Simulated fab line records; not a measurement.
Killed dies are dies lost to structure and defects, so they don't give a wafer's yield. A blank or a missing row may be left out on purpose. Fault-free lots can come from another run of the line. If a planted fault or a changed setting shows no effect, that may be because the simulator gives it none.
Which tool did it? -- flow nand harc -- 24 lots, 72 wafers sampled, at 6 steps of a route of 1159

## WHAT EACH GAUGE READ, for each wafer
The record holds no reading of a measuring or inspecting step that can be judged against a usual standard deviation.

## WHAT TOOL EACH LOT RAN ON (gives the tool, then ch and the chambers of the sampled wafers, and finally the start)
lot,NHARC_P_M1_STRIP_18,NHARC_P_M1_PRE_CLEAN_30,NHARC_P_M1_PVD_20,NHARC_P_M2_ETCH_35,NHARC_P_BONDPAD_DEP_00,NHARC_P_BONDPAD_PVD_17
L074,"rie diel-01 ch 0,2, day 5 23:35","pvd sputter-03, day 6 03:28 or earlier","pvd sputter-03, day 6 03:28 or earlier","rie diel-10 ch 0,2,3, day 6 03:28","pecvd-03 ch 0,1, no start","pvd sputter-01, no start"
L075,"rie diel-13 ch 0,1,2, day 6 00:19","pvd sputter-02, day 6 04:11 or earlier","pvd sputter-02, day 6 04:11 or earlier","rie diel-12 ch 0,1,2, day 6 04:11","pecvd-03 ch 1,2, day 6 07:13","pvd sputter-03, no start"
L077,"rie diel-13 ch 1,2,3, day 6 18:39","pvd sputter-01, day 6 22:23 or earlier","pvd sputter-01, day 6 22:23 or earlier","rie diel-10 ch 1,2,3, day 6 22:23","pecvd-01 ch 0,1, day 7 01:27","pvd sputter-02, no start"
L076,"rie diel-03 ch 0,2, day 6 19:42","pvd sputter-03, day 6 23:41 or earlier","pvd sputter-03, day 6 23:41 or earlier","rie diel-10 ch 2,3, day 6 23:41","pecvd-01 ch 0,1, day 7 02:46","pvd sputter-03, no start"
L079,"rie diel-01 ch 0,1, day 7 08:34","pvd sputter-03, day 7 12:27 or earlier","pvd sputter-03, day 7 12:27 or earlier","rie diel-10 ch 0,3, day 7 12:27","pecvd-03 ch 1,2, day 7 15:41","pvd sputter-01, no start"
L078,"rie diel-03 ch 0,1,2, day 7 09:02","pvd sputter-01, day 7 12:59 or earlier","pvd sputter-01, day 7 12:59 or earlier","rie diel-10 ch 0,1,2, day 7 12:59","pecvd-01 ch 0,1,2, no start","pvd sputter-03, no start"
L080,"rie diel-13 ch 0,2,3, day 7 09:12","pvd sputter-02, day 7 13:13 or earlier","pvd sputter-02, day 7 13:13 or earlier","rie diel-10 ch 0,1,3, day 7 13:13","pecvd-03 ch 0,1, no start","pvd sputter-02, no start"
L081,"rie diel-01 ch 0,2,3, day 7 20:38","pvd sputter-01, day 8 00:28 or earlier","pvd sputter-01, day 8 00:28 or earlier","rie diel-10 ch 2,3, day 8 00:28","pecvd-03 ch 0,1, day 8 03:43","pvd sputter-01, no start"
L082,"rie diel-01 ch 0,1,3, day 8 02:19","pvd sputter-01, day 8 06:17 or earlier","pvd sputter-01, day 8 06:17 or earlier","rie diel-10 ch 0,1,2, day 8 06:17","pecvd-04 ch 0,1,2, day 8 09:20","pvd sputter-02, no start"
L083,"rie diel-01 ch 0,1, day 8 10:59","pvd sputter-01, day 8 14:49 or earlier","pvd sputter-01, day 8 14:49 or earlier","rie diel-12 ch 2,3, day 8 14:49","pecvd-01 ch 1,2, day 8 18:04","pvd sputter-02, no start"
L084,"rie diel-01 ch 0,1, day 8 16:38","pvd sputter-03, day 8 20:42 or earlier","pvd sputter-03, day 8 20:42 or earlier","rie diel-10 ch 1,3, day 8 20:42","pecvd-04 ch 1,2, no start","pvd sputter-02, no start"
L087,"rie diel-03 ch 0,1,3, day 9 06:46","pvd sputter-03, day 9 11:11 or earlier","pvd sputter-03, day 9 11:11 or earlier","rie diel-10 ch 0,1, day 9 11:11","pecvd-03 ch 0,1,2, day 9 14:32","pvd sputter-03, no start"
L085,"rie diel-13 ch 0,2, day 9 07:07","pvd sputter-02, day 9 11:58 or earlier","pvd sputter-02, day 9 11:58 or earlier","rie diel-10 ch 0,1,2, day 9 11:58","pecvd-01 ch 0,1, day 9 15:28","pvd sputter-02, no start"
L086,"rie diel-01 ch 0,1,3, day 9 08:42","pvd sputter-02, day 9 12:44 or earlier","pvd sputter-02, day 9 12:44 or earlier","rie diel-10 ch 0,1,2, day 9 12:44","pecvd-04 ch 0,1, day 9 16:28","pvd sputter-01, no start"
L089,"rie diel-03 ch 1,3, day 9 21:26","pvd sputter-03, day 10 01:37 or earlier","pvd sputter-03, day 10 01:37 or earlier","rie diel-10 ch 0,1, day 10 01:37","pecvd-01 ch 0,2, no start","pvd sputter-01, no start"
L088,"rie diel-13 ch 0,1,3, day 9 22:40","pvd sputter-03, day 10 02:58 or earlier","pvd sputter-03, day 10 02:58 or earlier","rie diel-10 ch 2,3, day 10 02:58","pecvd-03 ch 2, day 10 06:01","pvd sputter-02, no start"
L090,"rie diel-13 ch 0,2,3, day 10 09:47","pvd sputter-02, day 10 13:46 or earlier","pvd sputter-02, day 10 13:46 or earlier","rie diel-04 ch 0,1,3, day 10 13:46","pecvd-01 ch 0,2, day 10 17:09","pvd sputter-01, no start"
L091,"rie diel-13 ch 0,1,3, day 10 10:40","pvd sputter-01, day 10 14:33 or earlier","pvd sputter-01, day 10 14:33 or earlier","rie diel-04 ch 0,2, day 10 14:33","pecvd-04 ch 1,2, day 10 17:56","pvd sputter-01, no start"
L093,"rie diel-13 ch 2,3, day 10 13:09","pvd sputter-02, day 10 17:16 or earlier","pvd sputter-02, day 10 17:16 or earlier","rie diel-12 ch 0,1,2, day 10 17:16","pecvd-04 ch 0,2, day 10 20:37","pvd sputter-01, no start"
L092,"rie diel-03 ch 0,1, day 10 14:42","pvd sputter-03, day 10 18:32 or earlier","pvd sputter-03, day 10 18:32 or earlier","rie diel-12 ch 1,2,3, day 10 18:32","pecvd-04 ch 0,2, day 10 21:39","pvd sputter-02, no start"
L095,"rie diel-01 ch 1,2, day 11 00:44","pvd sputter-01, day 11 04:42 or earlier","pvd sputter-01, day 11 04:42 or earlier","rie diel-12 ch 0,1,2, day 11 04:42","pecvd-03 ch 0,1,2, day 11 07:44","pvd sputter-01, no start"
L094,"rie diel-13 ch 0,2,3, day 11 01:12","pvd sputter-02, day 11 05:33 or earlier","pvd sputter-02, day 11 05:33 or earlier","rie diel-10 ch 0,1,2, day 11 05:33","pecvd-04 ch 0,1,2, day 11 08:59","pvd sputter-01, no start"
L096,"rie diel-03 ch 0,1,2, day 11 08:00","pvd sputter-03, day 11 12:31 or earlier","pvd sputter-03, day 11 12:31 or earlier","rie diel-10 ch 1,2,3, day 11 12:31","pecvd-03 ch 0,1, day 11 16:14","pvd sputter-01, no start"
L097,"rie diel-01 ch 0,1,3, day 11 16:06","pvd sputter-01, day 11 19:47 or earlier","pvd sputter-01, day 11 19:47 or earlier","rie diel-10 ch 0,2,3, day 11 19:47","pecvd-03 ch 0,1, day 11 22:52","pvd sputter-03, no start"
- NHARC_P_M1_STRIP_18: strips in N2/H2.
- NHARC_P_M1_PRE_CLEAN_30: time 30 s.
- NHARC_P_M1_PVD_20: deposits TaN, target thk 5 nm, time 8.06 s.
- NHARC_P_M2_ETCH_35: etches the open film in N2/H2, target depth 40 nm, overetch 12 nm, time 43.94 s.
- NHARC_P_BONDPAD_DEP_00: deposits SiCN, target thk 250 nm.
- NHARC_P_BONDPAD_PVD_17: deposits TaN, target thk 5 nm, time 8.06 s.

## AS READ BY THE TOOLS THEMSELVES (means over the sampled wafers that have a number; for cases with no such wafer, the mark the record gives instead)
NHARC_P_M1_STRIP_18.
lot,tool,chamber pressure mTorr (mTorr),drypump motor current A (A),oes product au (a.u.),rf vpp V (V),showerhead plenum p Torr (Torr),throttle valve pct (%)
L074,rie diel-01,30.014,5.14,1.003,91.0,2.08,14.175
L075,rie diel-13,30.002,5.43,0.999,91.5,1.99,14.173
L077,rie diel-13,30.023,5.45,1.004,90.3,2.03,14.161
L076,rie diel-03,29.962,5.13,1.000,90.1,1.97,14.175
L079,rie diel-01,30.003,5.53,1.003,90.3,2.05,14.174
L078,rie diel-03,30.013,5.39,0.996,90.3,1.93,14.167
L080,rie diel-13,29.976,5.51,1.003,90.9,2.00,14.157
L081,rie diel-01,29.988,5.51,1.000,90.1,2.08,14.171
L082,rie diel-01,30.010,5.65,1.011,91.4,2.05,14.161
L083,rie diel-01,30.002,5.43,1.006,91.0,2.01,14.165
L084,rie diel-01,30.007,5.51,0.998,91.5,2.05,14.165
L087,rie diel-03,30.004,5.39,0.995,90.2,2.01,14.178
L085,rie diel-13,30.012,5.49,1.000,88.8,1.96,14.174
L086,rie diel-01,29.997,5.63,1.007,91.0,2.05,14.162
L089,rie diel-03,30.017,5.65,0.994,90.6,1.97,14.174
L088,rie diel-13,30.004,5.61,0.999,90.3,2.05,14.181
L090,rie diel-13,29.988,5.51,1.000,90.5,2.00,14.170
L091,rie diel-13,29.984,5.59,0.997,91.7,2.05,14.165
L093,rie diel-13,30.000,5.53,0.988,90.8,2.04,14.178
L092,rie diel-03,29.991,5.26,1.001,90.9,1.97,14.170
L095,rie diel-01,29.995,5.06,0.988,91.4,2.05,14.175
L094,rie diel-13,30.029,5.51,1.000,90.6,2.00,14.170
L096,rie diel-03,29.985,5.36,0.998,90.0,1.93,14.170
L097,rie diel-01,29.993,5.62,1.007,91.7,2.04,14.173

NHARC_P_M1_PRE_CLEAN_30.
lot,tool,heater power w (W)
L074,pvd sputter-03,417
L075,pvd sputter-02,431
L077,pvd sputter-01,409
L076,pvd sputter-03,403
L079,pvd sputter-03,415
L078,pvd sputter-01,415
L080,pvd sputter-02,427
L081,pvd sputter-01,441
L082,pvd sputter-01,403
L083,pvd sputter-01,449
L084,pvd sputter-03,394
L087,pvd sputter-03,425
L085,pvd sputter-02,413
L086,pvd sputter-02,418
L089,pvd sputter-03,404
L088,pvd sputter-03,408
L090,pvd sputter-02,437
L091,pvd sputter-01,394
L093,pvd sputter-02,416
L092,pvd sputter-03,394
L095,pvd sputter-01,399
L094,pvd sputter-02,452
L096,pvd sputter-03,399
L097,pvd sputter-01,401

NHARC_P_M1_PVD_20.
lot,tool,throttle valve pct (%)
L074,pvd sputter-03,30.2
L075,pvd sputter-02,29.4
L077,pvd sputter-01,29.5
L076,pvd sputter-03,30.6
L079,pvd sputter-03,28.7
L078,pvd sputter-01,29.7
L080,pvd sputter-02,29.3
L081,pvd sputter-01,29.9
L082,pvd sputter-01,29.8
L083,pvd sputter-01,29.8
L084,pvd sputter-03,30.1
L087,pvd sputter-03,29.1
L085,pvd sputter-02,29.1
L086,pvd sputter-02,29.4
L089,pvd sputter-03,29.4
L088,pvd sputter-03,29.1
L090,pvd sputter-02,29.4
L091,pvd sputter-01,29.7
L093,pvd sputter-02,28.7
L092,pvd sputter-03,29.5
L095,pvd sputter-01,30.1
L094,pvd sputter-02,29.4
L096,pvd sputter-03,30.0
L097,pvd sputter-01,29.2

NHARC_P_M2_ETCH_35.
lot,tool,bias w (W),chamber pressure mTorr (mTorr),drypump motor current A (A),oes product au (a.u.),rf vpp V (V),showerhead plenum p Torr (Torr),throttle valve pct (%)
L074,rie diel-10,149.9,30.003,5.57,0.996,429,2.02,14.181
L075,rie diel-12,150.4,30.000,5.73,1.002,431,2.06,14.168
L077,rie diel-10,150.2,29.993,5.60,1.002,429,1.97,14.171
L076,rie diel-10,150.0,29.974,5.34,1.007,427,1.92,14.175
L079,rie diel-10,150.2,29.990,5.80,0.999,432,2.12,14.170
L078,rie diel-10,149.6,30.033,5.66,0.992,431,2.06,14.172
L080,rie diel-10,149.8,29.990,5.84,0.996,431,2.07,14.172
L081,rie diel-10,150.4,30.000,5.33,1.005,426,1.92,14.174
L082,rie diel-10,150.0,29.988,5.64,1.006,431,2.06,14.168
L083,rie diel-12,149.8,29.967,5.57,0.997,428,1.97,14.172
L084,rie diel-10,150.1,29.988,5.87,0.993,430,2.02,14.180
L087,rie diel-10,150.1,30.012,5.92,1.000,432,2.11,14.168
L085,rie diel-10,149.6,29.990,5.66,1.000,431,2.06,14.171
L086,rie diel-10,149.9,30.004,5.67,0.999,431,2.06,14.182
L089,rie diel-10,150.3,29.998,5.93,1.001,432,2.11,14.176
L088,rie diel-10,150.2,29.991,5.53,0.992,428,1.93,14.174
L090,rie diel-04,150.3,29.990,5.56,1.002,432,2.10,14.170
L091,rie diel-04,150.4,29.989,5.17,1.012,430,2.03,14.178
L093,rie diel-12,149.7,30.011,5.73,0.999,431,2.05,14.167
L092,rie diel-12,150.2,30.012,5.68,1.005,429,1.99,14.167
L095,rie diel-12,150.1,30.036,5.73,1.012,430,2.05,14.169
L094,rie diel-10,150.3,30.016,5.66,1.001,430,2.06,14.165
L096,rie diel-10,150.3,30.008,5.61,1.005,428,1.97,14.167
L097,rie diel-10,150.5,30.028,5.57,1.000,431,2.02,14.173

NHARC_P_BONDPAD_DEP_00.
lot,tool,heater power w (W)
L074,pecvd-03,552
L075,pecvd-03,636
L077,pecvd-01,614
L076,pecvd-01,610
L079,pecvd-03,595
L078,pecvd-01,563
L080,pecvd-03,600
L081,pecvd-03,592
L082,pecvd-04,589
L083,pecvd-01,530
L084,pecvd-04,564
L087,pecvd-03,606
L085,pecvd-01,625
L086,pecvd-04,577
L089,pecvd-01,604
L088,pecvd-03,649
L090,pecvd-01,555
L091,pecvd-04,566
L093,pecvd-04,649
L092,pecvd-04,617
L095,pecvd-03,591
L094,pecvd-04,595
L096,pecvd-03,543
L097,pecvd-03,550

NHARC_P_BONDPAD_PVD_17.
lot,tool,throttle valve pct (%)
L074,pvd sputter-01,30.2
L075,pvd sputter-03,28.5
L077,pvd sputter-02,29.4
L076,pvd sputter-03,29.2
L079,pvd sputter-01,29.4
L078,pvd sputter-03,29.5
L080,pvd sputter-02,29.4
L081,pvd sputter-01,29.6
L082,pvd sputter-02,29.3
L083,pvd sputter-02,29.2
L084,pvd sputter-02,29.4
L087,pvd sputter-03,29.3
L085,pvd sputter-02,29.4
L086,pvd sputter-01,29.8
L089,pvd sputter-01,30.2
L088,pvd sputter-02,29.4
L090,pvd sputter-01,29.3
L091,pvd sputter-01,29.8
L093,pvd sputter-01,29.5
L092,pvd sputter-02,29.9
L095,pvd sputter-01,29.8
L094,pvd sputter-01,29.7
L096,pvd sputter-01,29.8
L097,pvd sputter-03,29.9

## THE ANSWER, worked out from the rows above alone
Rule: usual is defined by the lots themselves. The widest of any qualifying gaps counts: lots, ordered by their means at a reading, are off when they make up no more than a third of the lots, leave a main group of 4 or more, and stand apart from it by 3 or more times the standard deviation of that group's means. A main group is skipped when, at the precision printed for the reading in the tables above, its means are all equal. A lot without any number at a reading at which 4 lots or more have one is off too. The other lots that the step has rows for count as sound. First the gauges in route order, then the tools' own readings, where a lot's mean is used as printed above. The first step at which some lot is off is used, and at that step the reading that is off furthest; a lot without a number counts as furthest.
Across all readings shown, no lot is off: no conclusion can be drawn from this.

## WHAT THE SIMULATOR HAD INSERTED
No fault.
